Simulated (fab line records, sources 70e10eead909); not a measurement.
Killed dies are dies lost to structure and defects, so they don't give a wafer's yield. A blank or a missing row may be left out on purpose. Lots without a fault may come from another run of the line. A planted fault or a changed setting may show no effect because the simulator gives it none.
Chamber matching | flow nand_harc | NHARC_A_STAIRCASE_CMP_472 on cmp-01: 4 sister chambers
The step polishes SiO2. 8 wafers are shown with their chamber, then 10 later ones without.

WAFERS WITH THEIR CHAMBER
wafer  | chamber | motor_current_A (A)
L079.4 | 1       | 9.8
L080.4 | 0       | 11.6
L080.6 | 3       | 12.9
L081.2 | 0       | 11.0
L081.3 | 2       | 8.3
L081.5 | 3       | 12.0
L086.3 | 1       | 10.4
L086.4 | 2       | 8.5

WAFERS WITHOUT THEIR CHAMBER
wafer  | motor_current_A (A)
L086.6 | 10.3
L088.3 | 11.0
L088.4 | 13.2
L088.6 | 11.0
L089.1 | 11.3
L089.2 | 10.0
L089.6 | 12.0
L097.1 | 8.6
L097.2 | 11.2
L097.5 | 11.9

WHICH CHAMBER EACH WENT THROUGH
wafer  | from the rows above     | in truth
L086.6 | can't be placed: 1 or 0 | 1
L088.3 | can't be placed: 0 or 1 | 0
L088.4 | 3                       | 3
L088.6 | can't be placed: 0 or 1 | 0
L089.1 | 0                       | 0
L089.2 | 1                       | 1
L089.6 | can't be placed: 3 or 0 | 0
L097.1 | 2                       | 2
L097.2 | 0                       | 0
L097.5 | can't be placed: 3 or 0 | 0
Placed correctly: 5 of 10. Can't be placed from these rows: 5 (the true chamber is among the candidates in 5). Placed wrongly: 0.
How it was worked out, from the rows above alone: a wafer's distance from a chamber is the root of the sum, over the readings, of the square of ((its reading less the chamber's mean) divided by the reading's scatter). The wafer belongs to the nearest chamber; if the next one is less than 2 further off, it can't be placed. A chamber's mean is the mean of its shown wafers. The scatter: the root of (the sum of the squares of (reading less its chamber's mean) over the shown wafers, divided by (wafers less chambers)).
